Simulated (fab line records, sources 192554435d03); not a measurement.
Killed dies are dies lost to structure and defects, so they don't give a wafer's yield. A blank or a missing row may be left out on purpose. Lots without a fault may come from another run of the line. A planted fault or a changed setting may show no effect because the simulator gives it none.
fab line records | flow n5_finfet
record lots=24 wafers=72 last_day=18
route steps=1938 shown BEOL_M5@1176 BEOL_M6@1197 BEOL_M7@1265
lots that met no fault: from a run of the same line without faults
start_h: hours from the record's first day to the start of the lot's first wafer shown | wait_h: hours since the lot's step before | " the same as in the row above | L1.1+2: a row that stands for several wafers | - no value, or no start given | * or withheld: withheld | < > ~ a bound
route shown NAME@n: a module of which the file shows steps, and the number in the route of the first | usual: mean/standard deviation of fault-free wafers | same: alike in all rows | chamber/n: place in a boat | sites: the reading at each site | _std_site: their standard deviation | _edge_site: outer sites' mean less inner sites' | radius_mm: how far each site lies from the wafer's centre | mask NAME#n: copy n | behind: the tool/chamber that last shaped the wafer | hold: why the lot was held/for how many hours/how that ended | device: the transistor (n, p or np) that didn't switch | end of line: the same wafers' tests at the end of the route | a step without rows: its recipe alone | killed: dies lost to structure and defects at the first sort, not the wafer's yield | map: a wafer's dies, x killed, . not, _ none there
set.NAME: the setting as run; set.NAME@STEP: as run at that earlier step | model.NAME: the simulator's own value behind a step, which no gauge read
steps of the route over a sample of lots; a table a step, a row a wafer
services: from which hour (start_h, from the record's first day; less than 0 if before it) a tool's chamber was out of use, for how many hours, and why
## steps
# step N5_BEOL_M5_ANNEAL_49
# recipe temp_c=400 time_s=1800 ambient=vacuum
# usual heater_power_w=824/89
# same time_s=1800
# columns lot.wafer tool chamber start_h wait_h heater_power_w
L075.2 pvd_sputter-03 - 192.67 0.0 721
L075.3 " - " " 779
L075.5 " - " " 784
L074.2 pvd_sputter-01 - 195.17 0.0 859
L074.5 " - " " 1002
L074.6 " - " " 853
L076.1 pvd_sputter-03 - 207.14 0.0 752
L076.2 " - " " 885
L076.5 " - " " 881
L077.1 pvd_sputter-01 - 208.38 0.0 824
L077.2 " - " " 1026
L077.5 " - " " 865
L078.1 pvd_sputter-03 - 213.60 0.0 791
L078.4 " - " " 748
L078.6 " - " " 754
L081.2 pvd_sputter-02 - 224.98 0.0 824
L081.5 " - " " 864
L081.6 " - " " 755
L082.1 pvd_sputter-02 - 234.99 0.0 854
L082.5 " - " " 755
L082.6 " - " " 878
L080.1 pvd_sputter-01 - 240.49 0.0 833
L080.3 " - " " 863
L080.4 " - " " 800
L079.2 pvd_sputter-03 - 240.62 0.0 766
L079.3 " - " " 866
L079.4 " - " " 758
L084.1 pvd_sputter-01 - 245.26 0.0 1035
L084.3 " - " " 829
L084.6 " - " " 863
L083.1 pvd_sputter-02 - 247.86 0.0 833
L083.3 " - " " 880
L083.4 " - " " 723
L085.1 pvd_sputter-01 - 255.69 0.0 817
L085.3 " - " " 850
L085.6 " - " " 846
L086.3 pvd_sputter-02 - 256.05 0.0 689
L086.4 " - " " 826
L086.5 " - " " 754
L087.1 pvd_sputter-02 - 271.78 0.0 857
L087.4 " - " " 751
L087.5 " - " " 774
L090.2 pvd_sputter-01 - 272.94 0.0 820
L090.4 " - " " 829
L090.6 " - " " 851
L088.1 pvd_sputter-02 - 280.10 0.0 733
L088.3 " - " " 832
L088.6 " - " " 851
L089.1 pvd_sputter-02 - 285.01 0.0 761
L089.3 " - " " 854
L089.5 " - " " 711
L091.1 pvd_sputter-01 - 288.46 0.0 1054
L091.5 " - " " 1052
L091.6 " - " " 854
L092.4 pvd_sputter-03 - 288.79 0.0 718
L092.5 " - " " 792
L092.6 " - " " 734
L093.2 pvd_sputter-02 - 292.88 0.0 702
L093.4 " - " " 746
L093.5 " - " " 850
L094.2 pvd_sputter-03 - 307.35 0.0 724
L094.4 " - " " 754
L094.6 " - " " 729
L095.1 pvd_sputter-02 - 317.43 0.0 869
L095.4 " - " " 830
L095.5 " - " " 711
L097.4 pvd_sputter-01 - 321.49 0.0 1047
L097.5 " - " " 1053
L097.6 " - " " 830
L096.2 pvd_sputter-03 - 325.16 0.0 764
L096.4 " - " " 749
L096.6 " - " " 726
# step N5_BEOL_M6_PECVD_70
# recipe material=SiO2 target_thk_a=200 temp_c=400 precursor=TEOS/O2 pressure_torr=5.5 rf_w=450 teos_flow_sccm=53.8 gas=O2 flow_sccm=3000 time_s=22.7
# usual heater_power_w=761/59 showerhead_plenum_p_Torr=8.78/0.074 throttle_valve_pct=21.9/0.71
# same time_s=22.7
# columns lot.wafer tool chamber start_h wait_h heater_power_w showerhead_plenum_p_Torr throttle_valve_pct
L075.2 pecvd-02 2 198.67 0.0 759 8.83 21.6
L075.3 " 0 " " 805 8.73 21.6
L075.5 " 2 " " 768 8.81 21.9
L074.2 pecvd-02 2 201.17 0.0 713 8.82 21.9
L074.5 " 2 " " 717 8.79 22.0
L074.6 " 1 " " 751 8.70 21.5
L076.1 pecvd-02 1 213.21 0.0 737 8.70 21.3
L076.2 " 2 " " 737 8.82 21.6
L076.5 " 1 " " 769 8.68 21.5
L077.1 pecvd-02 0 214.39 0.0 777 8.75 21.5
L077.2 " 2 " " 795 8.83 22.0
L077.5 " 2 " " 775 8.83 21.8
L078.1 pecvd-03 0 221.23 0.0 732 8.78 21.1
L078.4 " 0 " " 719 8.75 21.6
L078.6 " 0 " " 736 8.77 21.5
L081.2 pecvd-02 0 231.05 0.0 762 8.74 21.9
L081.5 " 0 " " 759 8.73 21.5
L081.6 " 2 " " 782 8.83 21.7
L082.1 pecvd-03 1 241.95 0.0 771 8.95 22.8
L082.5 " 0 " " 833 8.77 21.6
L082.6 " 2 " " 682 8.75 20.8
L080.1 pecvd-02 1 246.49 0.0 869 8.69 21.5
L080.3 " 2 " " 792 8.83 22.0
L080.4 " 2 " " 800 8.82 21.8
L079.2 pecvd-02 1 246.80 0.0 781 8.72 21.4
L079.3 " 0 " " 782 8.73 21.5
L079.4 " 1 " " 761 8.70 21.3
L084.1 pecvd-03 2 251.74 0.0 693 8.75 20.9
L084.3 " 1 " " 797 8.97 22.8
L084.6 " 0 " " 852 8.75 21.4
L083.1 pecvd-03 0 253.86 0.0 792 8.77 21.6
L083.3 " 2 " " 684 8.76 20.7
L083.4 " 0 " " 812 8.77 21.5
L085.1 pecvd-02 1 261.69 0.0 777 8.71 21.3
L085.3 " 0 " " 844 8.74 21.7
L085.6 " 2 " " 684 8.82 21.9
L086.3 pecvd-04 2 262.54 0.0 750 8.78 23.0
L086.4 " 0 " " 729 8.83 23.1
L086.5 " 1 " " 611 8.74 23.3
L087.1 pecvd-02 2 278.08 0.0 801 8.82 21.8
L087.4 " 1 " " 819 8.68 21.2
L087.5 " 0 " " 860 8.77 21.4
L090.2 pecvd-03 1 278.95 0.0 792 8.94 23.0
L090.4 " 0 " " 808 8.78 21.4
L090.6 " 1 " " 798 8.97 23.0
L088.1 pecvd-02 0 286.13 0.0 826 8.75 21.3
L088.3 " 2 " " 680 8.79 21.7
L088.6 " 2 " " 664 8.85 22.0
L089.1 pecvd-02 1 291.16 0.0 747 8.68 21.2
L089.3 " 2 " " 680 8.82 22.0
L089.5 " 0 " " 781 8.75 21.6
L091.1 pecvd-04 2 294.55 0.0 853 8.75 22.8
L091.5 " 1 " " 684 8.72 23.1
L091.6 " 2 " " 839 8.78 22.8
L092.4 pecvd-02 2 295.05 0.1 828 8.82 22.1
L092.5 " 0 " " 813 8.76 21.4
L092.6 " 1 " " 731 8.69 21.5
L093.2 pecvd-04 0 298.91 0.0 646 8.86 23.1
L093.4 " 2 " " 842 8.74 23.2
L093.5 " 1 " " 697 8.73 23.2
L094.2 pecvd-03 0 314.01 0.0 824 8.76 21.7
L094.4 " 1 " " 681 8.97 23.2
L094.6 " 2 " " 645 8.78 20.9
L095.1 pecvd-03 1 324.44 0.0 744 8.98 23.1
L095.4 " 0 " " 777 8.78 21.5
L095.5 " 1 " " 755 8.94 23.1
L097.4 pecvd-03 2 327.57 0.1 708 8.74 21.0
L097.5 " 1 " " 667 8.95 23.3
L097.6 " 0 " " 758 8.75 21.9
L096.2 pecvd-02 2 332.48 0.0 738 8.82 22.0
L096.4 " 2 " " 739 8.81 22.1
L096.6 " 1 " " 838 8.71 21.3
# step N5_BEOL_M6_TRENCH_ETCH_37
# recipe chemistry=C4F6/O2 target_depth_a=944.35 target=SiCOH_lowk time_s=31.5 ion_energy_ev=250 pressure_mtorr=30 source_w=345 bias_w=185 Ar_flow_sccm=300 C4F6_flow_sccm=10 O2_flow_sccm=10
# usual C4F6_flow_sccm=10.000/0.03 drypump_motor_current_A=6.0/0.52 oes_o_777_au=0.79/0.095 oes_product_au=0.79/0.094 rf_vpp_V=669/10 showerhead_plenum_p_Torr=2.91/0.096 throttle_valve_pct=20.84/0.24
# same time_s=31.5
# columns lot.wafer tool chamber start_h wait_h C4F6_flow_sccm drypump_motor_current_A oes_o_777_au oes_product_au rf_hours_counter_h rf_vpp_V showerhead_plenum_p_Torr throttle_valve_pct
L075.2 rie_diel-01 1 - - 9.929 6.2 0.81 0.82 101 677 2.99 20.94
L075.3 " 2 " " 10.011 4.9 0.70 0.71 201 659 2.71 20.90
L075.5 " 1 " " 9.973 6.2 0.82 0.81 - 677 2.99 20.95
L074.2 rie_diel-02 2 - - 9.950 5.7 0.80 0.80 96 672 2.85 20.80
L074.5 " 0 " " 10.022 6.3 0.70 0.70 - 676 2.93 20.61
L074.6 " 1 " " 10.085 6.5 0.89 0.90 - 675 3.01 20.51
L076.1 rie_diel-01 3 - - 10.001 5.1 0.81 0.84 65 653 2.80 20.76
L076.2 " 1 " " 9.960 6.1 0.81 0.80 107 677 2.99 20.96
L076.5 " 1 " " 9.984 6.2 0.81 0.81 - 676 2.99 20.95
L077.1 rie_diel-05 2 - - 10.053 5.5 0.70 0.70 203 659 2.95 21.25
L077.2 " 1 " " 9.976 6.5 0.68 0.70 218 674 2.80 20.51
L077.5 " 2 " " 10.020 5.6 0.70 0.69 - 660 2.95 21.24
L078.1 rie_diel-02 2 - - 10.027 5.6 0.80 0.80 102 675 2.85 20.82
L078.4 " 3 " " 10.085 6.0 0.90 0.89 47 657 3.03 21.07
L078.6 " 0 " " 9.971 6.2 0.71 0.69 - 677 2.92 20.62
L081.2 rie_diel-05 0 - - 10.035 5.7 0.98 1.01 3 683 2.93 20.99
L081.5 " 2 " " 10.046 5.6 0.70 0.69 - 661 2.95 21.27
L081.6 " 1 " " 9.971 6.5 0.68 0.70 - 676 2.80 20.52
L082.1 rie_diel-05 1 - - 10.010 6.5 0.68 0.68 229 676 2.80 20.51
L082.5 " 2 " " 10.044 5.6 0.69 0.69 - 658 2.95 21.26
L082.6 " 0 " " 9.986 5.6 0.96 0.99 - 683 2.92 20.99
L080.1 rie_diel-01 3 - - 9.996 5.1 0.80 0.82 77 653 2.79 20.79
L080.3 " 0 " " 9.960 6.8 0.69 0.71 194 678 2.85 21.17
L080.4 " 2 " " 10.042 4.9 0.68 0.69 217 659 2.70 20.91
L079.2 rie_diel-02 1 - - 9.968 6.5 0.86 0.88 44 675 3.00 20.55
L079.3 " 0 " " 10.010 6.3 0.69 0.69 228 677 2.92 20.63
L079.4 " 3 " " 9.976 6.0 0.89 0.87 56 655 3.02 21.08
L084.1 rie_diel-02 1 - - 9.997 6.5 0.87 0.87 46 675 3.00 20.55
L084.3 " 2 " " 9.990 5.7 0.79 0.80 112 673 2.84 20.84
L084.6 " 0 " " 9.986 6.3 0.70 0.69 - 677 2.92 20.62
L083.1 rie_diel-05 0 - - 10.026 5.7 0.94 0.97 14 683 2.92 20.98
L083.3 " 3 " " 10.011 6.2 1.02 0.98 4 655 3.03 20.58
L083.4 " 1 " " 9.993 6.5 0.67 0.69 - 675 2.79 20.53
L085.1 rie_diel-05 1 - - 9.983 6.5 0.67 0.69 238 676 2.79 20.53
L085.3 " 2 " " 9.993 5.5 0.70 0.69 216 659 2.95 21.27
L085.6 " 3 " " 10.011 6.2 1.01 0.97 - 656 3.03 20.59
L086.3 rie_diel-02 1 - - 9.984 6.5 0.86 0.86 49 673 3.00 20.55
L086.4 " 3 " " 10.013 6.0 0.88 0.86 62 655 3.02 21.08
L086.5 " 1 " " 10.004 6.5 0.86 0.87 - 675 3.00 20.55
L087.1 rie_diel-01 0 - - 10.003 6.8 0.67 0.71 205 680 2.85 21.18
L087.4 " 3 " " 9.974 5.1 0.78 0.80 88 652 2.79 20.80
L087.5 " 3 " " 10.014 5.1 0.78 0.80 - 653 2.79 20.80
L090.2 rie_diel-02 3 - - 10.018 6.0 0.88 0.86 66 657 3.02 21.09
L090.4 " 1 " " 9.973 6.5 0.84 0.85 56 674 3.00 20.56
L090.6 " 2 " " 9.990 5.7 0.78 0.77 - 671 2.84 20.84
L088.1 rie_diel-02 0 - - 10.008 6.2 0.69 0.68 241 676 2.91 20.64
L088.3 " 3 " " 9.984 6.0 0.88 0.86 68 656 3.02 21.09
L088.6 " 0 " " 9.999 6.2 0.69 0.68 - 676 2.91 20.65
L089.1 rie_diel-05 2 - - 9.974 5.5 0.68 0.68 226 657 2.94 21.28
L089.3 " 0 " " 10.015 5.6 0.91 0.92 28 684 2.92 21.02
L089.5 " 3 " " 9.963 6.2 0.96 0.93 - 654 3.02 20.62
L092.4 rie_diel-02 0 - - 9.958 6.2 0.68 0.68 245 677 2.91 20.65
L092.5 " 3 " " 9.967 6.0 0.87 0.86 - 656 3.02 21.11
L092.6 " 0 " " 9.998 6.3 0.68 0.68 - 678 2.91 20.65
L091.1 rie_diel-02 3 - - 10.012 6.0 0.87 0.86 72 654 3.02 21.12
L091.5 " 0 " " 9.986 6.2 0.68 0.68 - 677 2.91 20.65
L091.6 " 3 " " 10.006 6.0 0.87 0.86 - 655 3.02 21.11
L093.2 rie_diel-02 2 - - 10.026 5.6 0.77 0.77 129 672 2.83 20.85
L093.4 " 0 " " 9.929 6.2 0.69 0.67 246 677 2.91 20.66
L093.5 " 3 " " 9.960 6.0 0.87 0.85 - 656 3.01 21.10
L094.2 rie_diel-02 2 - - 10.003 5.7 0.77 0.77 134 671 2.83 20.87
L094.4 " 1 " " 9.981 6.5 0.84 0.85 - 675 2.99 20.59
L094.6 " 2 " " 9.991 5.6 0.77 0.76 - 672 2.83 20.88
L095.1 rie_diel-01 0 - - 10.014 6.8 0.67 0.68 223 677 2.84 21.22
L095.4 " 1 " " 10.024 6.2 0.77 0.76 149 676 2.97 21.01
L095.5 " 0 " " 9.941 6.8 0.67 0.69 - 679 2.84 21.22
L097.4 rie_diel-01 3 - - 9.940 5.1 0.76 0.79 106 652 2.78 20.81
L097.5 " 3 " " 9.965 5.1 0.77 0.78 - 653 2.78 20.83
L097.6 " 2 " " 10.038 4.9 0.67 0.68 - 659 2.69 20.99
L096.2 rie_diel-02 1 - - 9.984 6.5 0.83 0.83 - 674 2.99 20.59
L096.4 " 1 " " 9.995 6.5 0.83 0.83 - 673 2.99 20.58
L096.6 " 1 " " 10.028 6.5 0.82 0.83 - 673 2.99 20.59
# step N5_BEOL_M6_CD_MEAS_35
# recipe target_cd_nm=40 target_cd_y_nm=28 polarity=opening
# usual cd_nm=40.0/0.59
# columns lot.wafer tool chamber start_h wait_h cd_nm
L075.2 cd_sem-02 - 202.70 0.0 39.4
L075.3 " - " " 39.2
L075.5 " - " " 40.0
L074.2 cd_sem-02 - 205.39 0.0 40.1
L074.5 " - " " 40.1
L074.6 " - " " 40.5
L076.1 cd_sem-02 - 217.72 0.0 39.0
L076.2 " - " " 39.6
L076.5 " - " " 40.0
L077.1 cd_sem-02 - 220.89 0.0 40.4
L077.2 " - " " 39.4
L077.5 " - " " 40.0
L078.1 cd_sem-01 - 223.99 0.0 40.1
L078.4 " - " " 39.6
L078.6 " - " " 40.1
L081.2 cd_sem-01 - 234.08 0.0 40.6
L081.5 " - " " 39.9
L081.6 " - " " 39.5
L082.1 cd_sem-02 - 245.86 0.0 40.4
L082.5 " - " " 40.5
L082.6 " - " " 40.7
L080.1 cd_sem-01 - 252.39 0.0 40.3
L080.3 " - " " 40.0
L080.4 " - " " 40.0
L079.2 cd_sem-01 - 252.43 0.0 41.1
L079.3 " - " " 40.3
L079.4 " - " " 40.7
L084.1 cd_sem-03 - 256.39 0.0 40.4
L084.3 " - " " 39.3
L084.6 " - " " 39.4
L083.1 cd_sem-02 - 260.24 0.0 39.1
L083.3 " - " " 39.5
L083.4 " - " " 39.6
L085.1 cd_sem-03 - 266.99 0.0 40.2
L085.3 " - " " 40.6
L085.6 " - " " 40.2
L086.3 cd_sem-03 - 267.05 0.0 39.3
L086.4 " - " " 39.4
L086.5 " - " " 40.1
L090.2 cd_sem-02 - 284.02 0.0 39.9
L090.4 " - " " 39.5
L090.6 " - " " 40.2
L087.1 cd_sem-03 - 284.04 0.0 40.8
L087.4 " - " " 41.0
L087.5 " - " " 41.1
L088.1 cd_sem-02 - 290.08 0.0 40.2
L088.3 " - " " 39.8
L088.6 " - " " 39.8
L089.1 cd_sem-03 - 295.46 0.0 40.1
L089.3 " - " " 40.2
L089.5 " - " " 39.9
L092.4 cd_sem-03 - 300.96 0.0 39.1
L092.5 " - " " 38.8
L092.6 " - " " 39.7
L091.1 cd_sem-02 - 301.26 0.0 40.3
L091.5 " - " " 39.8
L091.6 " - " " 40.2
L093.2 cd_sem-01 - 304.33 0.0 39.8
L093.4 " - " " 40.7
L093.5 " - " " 40.5
L094.2 cd_sem-03 - 319.87 0.0 40.3
L094.4 " - " " 40.5
L094.6 " - " " 39.8
L095.1 cd_sem-01 - 331.51 0.0 39.6
L095.4 " - " " 40.6
L095.5 " - " " 40.8
L097.4 cd_sem-02 - 334.31 0.0 40.3
L097.5 " - " " 39.4
L097.6 " - " " 39.7
L096.2 cd_sem-01 - 339.42 0.0 40.4
L096.4 " - " " 41.2
L096.6 " - " " 40.3
# step N5_BEOL_M7_THK_MEAS_01
# recipe reads=SiCOH_lowk_of_BEOL_M7_ILD_DEP_00
# usual M7_ILD_THK=155.2/2
# columns lot.wafer tool chamber start_h wait_h M7_ILD_THK[nm]
L075.2 film_metro-02 - 206.46 0.4 154.2
L075.3 " - " " 154.8
L075.5 " - " " 153.5
L074.2 film_metro-02 - 208.29 0.4 154.9
L074.5 " - " " 157.6
L074.6 " - " " 155.7
L076.1 film_metro-02 - 223.50 0.4 152.8
L076.2 " - " " 153.1
L076.5 " - " " 156.0
L077.1 film_metro-02 - 223.82 0.4 155.5
L077.2 " - " " 153.7
L077.5 " - " " 158.6
L078.1 film_metro-01 - 227.19 0.4 155.7
L078.4 " - " " 156.0
L078.6 " - " " 156.3
L081.2 film_metro-02 - 237.25 0.4 155.7
L081.5 " - " " 156.4
L081.6 " - " " 157.1
L082.1 film_metro-02 - 251.82 0.4 153.9
L082.5 " - " " 154.8
L082.6 " - " " 156.0
L080.1 film_metro-01 - 255.35 0.4 151.2
L080.3 " - " " 156.5
L080.4 " - " " 156.0
L079.2 film_metro-02 - 255.83 0.4 154.5
L079.3 " - " " 156.1
L079.4 " - " " 157.8
L084.1 film_metro-01 - 260.14 0.8 157.0
L084.3 " - " " 155.3
L084.6 " - " " 158.8
L083.1 film_metro-02 - 265.17 1.6 152.8
L083.3 " - " " 153.8
L083.4 " - " " 154.7
L086.3 film_metro-01 - 270.50 0.3 152.6
L086.4 " - " " 154.2
L086.5 " - " " 157.4
L085.1 film_metro-01 - 271.94 1.6 152.6
L085.3 " - " " 149.9
L085.6 " - " " 155.0
L090.2 film_metro-02 - 288.50 0.4 155.8
L090.4 " - " " 157.4
L090.6 " - " " 156.8
L087.1 film_metro-02 - 288.67 0.4 152.2
L087.4 " - " " 156.7
L087.5 " - " " 157.5
L088.1 film_metro-02 - 295.13 0.4 152.5
L088.3 " - " " 155.0
L088.6 " - " " 156.5
L089.1 film_metro-01 - 299.04 0.4 154.7
L089.3 " - " " 158.1
L089.5 " - " " 157.3
L092.4 film_metro-01 - 304.36 0.2 157.6
L092.5 " - " " 154.7
L092.6 " - " " 155.3
L091.1 film_metro-01 - 305.79 0.4 154.0
L091.5 " - " " 153.9
L091.6 " - " " 155.5
L093.2 film_metro-02 - 308.52 0.4 151.6
L093.4 " - " " 153.2
L093.5 " - " " 156.8
L094.2 film_metro-02 - 323.99 0.4 154.5
L094.4 " - " " 157.5
L094.6 " - " " 157.5
L095.1 film_metro-01 - 336.49 0.9 155.1
L095.4 " - " " 158.5
L095.5 " - " " 159.1
L097.4 film_metro-01 - 338.77 0.2 153.9
L097.5 " - " " 155.6
L097.6 " - " " 156.8
L096.2 film_metro-02 - 343.83 0.4 155.3
L096.4 " - " " 157.6
L096.6 " - " " 154.2
# step N5_BEOL_M7_STRIP_19
# recipe chemistry=O2 power_w=400 temp_c=40 pressure_mtorr=30 rf_frequency_hz=6e+07 bias_power_w=0 overash_fraction=0.2 o2_flow_sccm=225
# usual drypump_motor_current_A=5.8/0.37 o2_flow_sccm=225.0/0.68 oes_product_au=0.77/0.092 rf_vpp_V=3.6/0.63 showerhead_plenum_p_Torr=2.09/0.062 throttle_valve_pct=16.75/0.25
# columns lot.wafer tool chamber start_h wait_h drypump_motor_current_A o2_flow_sccm oes_product_au rf_hours_counter_h rf_vpp_V showerhead_plenum_p_Torr throttle_valve_pct
L075.2 rie_diel-06 2 209.45 0.1 5.5 224.3 0.80 87 3.1 2.03 16.63
L075.3 " 3 " " 6.0 225.7 0.69 206 3.8 1.98 16.97
L075.5 " 2 " " 5.5 224.8 0.80 - 3.3 2.03 16.61
L074.2 rie_diel-06 1 210.28 0.1 5.3 224.7 0.75 149 3.3 2.11 16.78
L074.5 " 0 " " 5.4 225.6 0.70 - 3.8 2.08 17.12
L074.6 " 3 " " 6.0 224.1 0.70 - 4.3 1.98 16.96
L076.1 rie_diel-06 2 225.40 0.1 5.5 225.6 0.79 93 3.7 2.03 16.63
L076.2 " 0 " " 5.3 226.3 0.69 201 3.8 2.08 17.11
L076.5 " 1 " " 5.3 225.5 0.73 - 2.4 2.11 16.76
L077.1 rie_diel-03 1 225.88 0.1 5.7 224.0 0.70 214 3.0 2.15 16.78
L077.2 " 3 " " 6.3 224.3 0.93 12 3.0 2.15 16.24
L077.5 " 3 " " 6.4 225.1 0.92 - 2.6 2.15 16.25
L078.1 rie_diel-06 0 229.30 0.1 5.4 225.5 0.69 202 2.8 2.08 17.11
L078.4 " 2 " " 5.5 225.3 0.79 95 3.0 2.03 16.65
L078.6 " 0 " " 5.4 225.5 0.69 - 2.8 2.08 17.09
L081.2 rie_diel-06 0 240.59 0.1 5.4 225.5 0.69 206 3.8 2.07 17.11
L081.5 " 0 " " 5.4 225.0 0.69 - 3.0 2.08 17.12
L081.6 " 3 " " 6.0 226.2 0.70 - 3.7 1.98 16.99
L082.1 rie_diel-03 0 253.88 0.1 6.2 224.5 0.99 2 4.0 2.16 16.68
L082.5 " 3 " " 6.3 224.7 0.90 - 3.9 2.15 16.26
L082.6 " 0 " " 6.2 224.4 0.99 - 4.5 2.16 16.67
L080.1 rie_diel-06 0 257.78 0.2 5.4 224.9 0.69 210 3.1 2.07 17.14
L080.3 " 3 " " 6.0 226.0 0.68 222 3.2 1.98 17.01
L080.4 " 1 " " 5.3 225.9 0.73 164 3.8 2.10 16.78
L079.2 rie_diel-06 0 257.93 0.1 5.4 223.8 0.69 210 4.4 2.07 17.14
L079.3 " 3 " " 6.0 224.6 0.69 222 3.8 1.98 17.01
L079.4 " 2 " " 5.5 223.9 0.77 103 3.3 2.03 16.66
L084.1 rie_diel-03 3 261.65 0.1 6.3 224.5 0.90 22 3.3 2.14 16.25
L084.3 " 2 " " 5.7 226.1 0.81 95 3.7 2.04 16.55
L084.6 " 1 " " 5.7 225.6 0.67 - 3.2 2.14 16.78
L083.1 rie_diel-04 2 268.16 0.1 6.4 225.3 0.96 6 3.9 2.13 16.54
L083.3 " 3 " " 5.3 224.5 0.72 214 3.4 2.16 17.09
L083.4 " 1 " " 6.3 225.3 0.71 170 4.5 2.17 16.67
L086.3 rie_diel-06 3 272.52 0.1 6.0 224.9 0.69 226 2.4 1.98 17.00
L086.4 " 0 " " 5.4 226.5 0.68 215 4.4 2.07 17.15
L086.5 " 0 " " 5.4 225.8 0.69 - 4.0 2.07 17.14
L085.1 rie_diel-04 1 273.39 0.1 6.3 224.1 0.72 171 2.5 2.17 16.67
L085.3 " 0 " " 6.1 225.6 0.83 94 4.0 2.12 16.30
L085.6 " 3 " " 5.4 226.0 0.73 - 3.2 2.16 17.06
L090.2 rie_diel-03 2 290.49 0.1 5.7 225.1 0.79 105 4.7 2.04 16.61
L090.4 " 3 " " 6.3 225.8 0.88 31 3.8 2.14 16.30
L090.6 " 3 " " 6.4 225.4 0.90 - 3.3 2.14 16.28
L087.1 rie_diel-06 1 290.79 0.1 5.3 224.4 0.73 173 3.9 2.10 16.83
L087.4 " 0 " " 5.4 224.5 0.67 223 2.8 2.07 17.16
L087.5 " 2 " " 5.5 225.6 0.77 - 3.1 2.02 16.68
L088.1 rie_diel-03 3 297.52 0.2 6.3 224.5 0.89 34 3.0 2.14 16.29
L088.3 " 0 " " 6.2 223.5 0.95 15 3.0 2.16 16.71
L088.6 " 1 " " 5.7 223.7 0.67 - 3.0 2.14 16.81
L089.1 rie_diel-03 1 301.56 0.1 5.8 224.3 0.66 236 4.1 2.14 16.80
L089.3 " 3 " " 6.3 225.3 0.87 35 4.3 2.14 16.27
L089.5 " 0 " " 6.2 225.7 0.94 - 2.9 2.16 16.70
L092.4 rie_diel-04 3 306.20 0.1 5.4 225.5 0.71 - 4.3 2.16 17.07
L092.5 " 0 " " 6.1 224.3 0.81 - 3.3 2.12 16.33
L092.6 " 1 " " 6.3 225.1 0.71 - 4.2 2.16 16.66
L091.1 rie_diel-06 2 307.63 0.1 5.5 224.8 0.77 119 4.5 2.02 16.69
L091.5 " 1 " " 5.3 226.2 0.71 - 4.9 2.10 16.82
L091.6 " 2 " " 5.5 224.3 0.76 - 4.4 2.02 16.68
L093.2 rie_diel-04 1 310.17 0.1 6.3 225.7 0.71 184 3.0 2.16 16.68
L093.4 " 1 " " 6.3 225.4 0.71 - 3.6 2.16 16.69
L093.5 " 0 " " 6.1 224.6 0.81 - 3.1 2.12 16.33
L094.2 rie_diel-03 1 326.43 0.1 5.8 225.3 0.67 241 3.4 2.14 16.82
L094.4 " 3 " " 6.3 224.1 0.87 40 4.1 2.14 16.30
L094.6 " 1 " " 5.7 225.5 0.66 - 3.4 2.14 16.82
L095.1 rie_diel-04 1 338.55 0.1 6.3 225.5 0.71 194 3.9 2.16 16.70
L095.4 " 2 " " 6.4 225.8 0.92 - 4.2 2.13 16.56
L095.5 " 1 " " 6.3 226.1 0.72 - 3.5 2.16 16.69
L097.4 rie_diel-06 0 341.60 0.1 5.4 224.4 0.67 238 3.9 2.06 17.18
L097.5 " 0 " " 5.3 224.3 0.67 - 3.6 2.06 17.18
L097.6 " 1 " " 5.3 225.4 0.70 - 3.2 2.10 16.84
L096.2 rie_diel-03 2 344.90 0.1 5.7 226.3 0.77 123 4.8 2.03 16.61
L096.4 " 0 " " 6.2 224.3 0.90 32 3.9 2.15 16.74
L096.6 " 1 " " 5.7 224.9 0.66 - 3.1 2.14 16.85
## services
# columns tool chamber start_h hours kind
pecvd-03 - 186.52 0.8 repair
rie_diel-01 1 200.33 1.6 repair
rie_diel-06 0 211.47 8.5 repair
pecvd-04 - 227.99 28.1 pm
rie_diel-05 2 248.35 14.3 repair
rie_diel-01 2 252.54 8.2 repair
rie_diel-03 - 272.06 0.8 repair
pecvd-04 - 272.95 0.7 repair
pvd_sputter-02 - 305.59 2.2 repair
rie_diel-02 2 306.72 4.8 repair
rie_diel-02 0 313.32 - clean
rie_diel-02 0 313.32 - consumable_replace:focus_ring
rie_diel-02 0 313.32 30.2 scheduled_down
rie_diel-02 0 313.32 30.2 vent_cycle
pecvd-02 1 313.98 5.0 scheduled_down
rie_diel-03 3 317.24 8.8 repair
rie_diel-02 3 317.48 4.5 repair
pvd_sputter-01 - 326.95 3.2 repair
rie_diel-02 3 329.20 11.3 repair
pecvd-04 0 331.85 8.1 repair
rie_diel-02 2 332.84 7.0 repair
rie_diel-04 3 334.18 5.4 repair
rie_diel-06 3 342.84 - clean
rie_diel-06 3 342.84 - consumable_replace:esc
## key
fault none
